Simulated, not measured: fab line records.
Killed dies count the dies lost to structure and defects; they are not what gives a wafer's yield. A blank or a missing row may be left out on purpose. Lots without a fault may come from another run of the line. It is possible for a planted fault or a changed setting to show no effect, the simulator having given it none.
Chamber matching | flow n5_finfet | N5_BEOL_M0_SAQP_ETCH_83 on rie_diel-02 has 4 sister chambers
The step etches SiARC in CF4, target depth 39 nm, time 65 s. 16 wafers are shown with their chamber, then 8 later ones without.

== EACH WAFER AND ITS CHAMBER ==
wafer  | chamber | showerhead_plenum_p_Torr (Torr) | drypump_motor_current_A (A) | etch_rf_on_time_s (s)
L080.1 | 1       | 2.26                            | 5.98                        | 62.8
L080.3 | 0       | 2.12                            | 5.50                        | 66.4
L080.5 | 1       | 2.26                            | 6.00                        | 62.4
L083.3 | 2       | 2.13                            | 5.93                        | 62.6
L083.5 | 1       | 2.26                            | 5.97                        | 62.8
L083.6 | 0       | 2.12                            | 5.45                        | 65.9
L084.2 | 0       | 2.12                            | 5.51                        | 66.1
L084.3 | 3       | 2.12                            | 6.15                        | 61.3
L084.6 | 3       | 2.12                            | 6.15                        | 60.7
L088.1 | 2       | 2.13                            | 5.95                        | 64.1
L088.3 | 1       | 2.25                            | 5.98                        | 62.8
L088.6 | 1       | 2.25                            | 5.99                        | 62.6
L089.2 | 2       | 2.13                            | 5.94                        | 63.5
L089.5 | 0       | 2.11                            | 5.46                        | 65.8
L089.6 | 3       | 2.12                            | 6.14                        | 61.8
L091.4 | 3       | 2.12                            | 6.15                        | 61.3

SIGNATURES (means of the wafers above)
reading                  | chamber 0 | chamber 1 | chamber 2 | chamber 3 | scatter within a chamber
showerhead_plenum_p_Torr | 2.1175    | 2.2560    | 2.1300    | 2.1200    | 0.00403
drypump_motor_current_A  | 5.4800    | 5.9840    | 5.9400    | 6.1475    | 0.0168
etch_rf_on_time_s        | 66.050    | 62.680    | 63.400    | 61.275    | 0.417
Rule: for a wafer and a chamber, the distance is found by dividing, reading by reading, the gap between the wafer's reading and the chamber's mean by the reading's scatter, squaring, summing and taking the root. The wafer belongs to the nearest chamber; if the next one is less than 2 further off, it can't be placed. The scatter is the square root of a quotient: the sum, over the shown wafers, of each reading's squared deviation from its chamber's mean, divided by wafers minus chambers.

== WAFERS WITHOUT THEIR CHAMBER ==
wafer  | showerhead_plenum_p_Torr (Torr) | drypump_motor_current_A (A) | etch_rf_on_time_s (s)
L091.5 | 2.12                            | 6.14                        | 62.0
L091.6 | 2.13                            | 5.94                        | 64.0
L092.2 | 2.11                            | 5.47                        | 66.6
L092.3 | 2.25                            | 5.98                        | 63.3
L092.5 | 2.11                            | 6.11                        | 61.6
L095.3 | 2.25                            | 5.97                        | 63.1
L095.4 | 2.13                            | 5.96                        | 63.5
L095.5 | 2.13                            | 5.95                        | 64.3

== WHICH CHAMBER EACH ONE RAN IN ==
wafer  | from the rows above | in truth
L091.5 | 3                   | 3
L091.6 | 2                   | 2
L092.2 | 0                   | 0
L092.3 | 1                   | 1
L092.5 | 3                   | 3
L095.3 | 1                   | 1
L095.4 | 2                   | 2
L095.5 | 2                   | 2
8 of 8 placed correctly. From these rows, 0 cannot be placed. 0 placed wrongly.
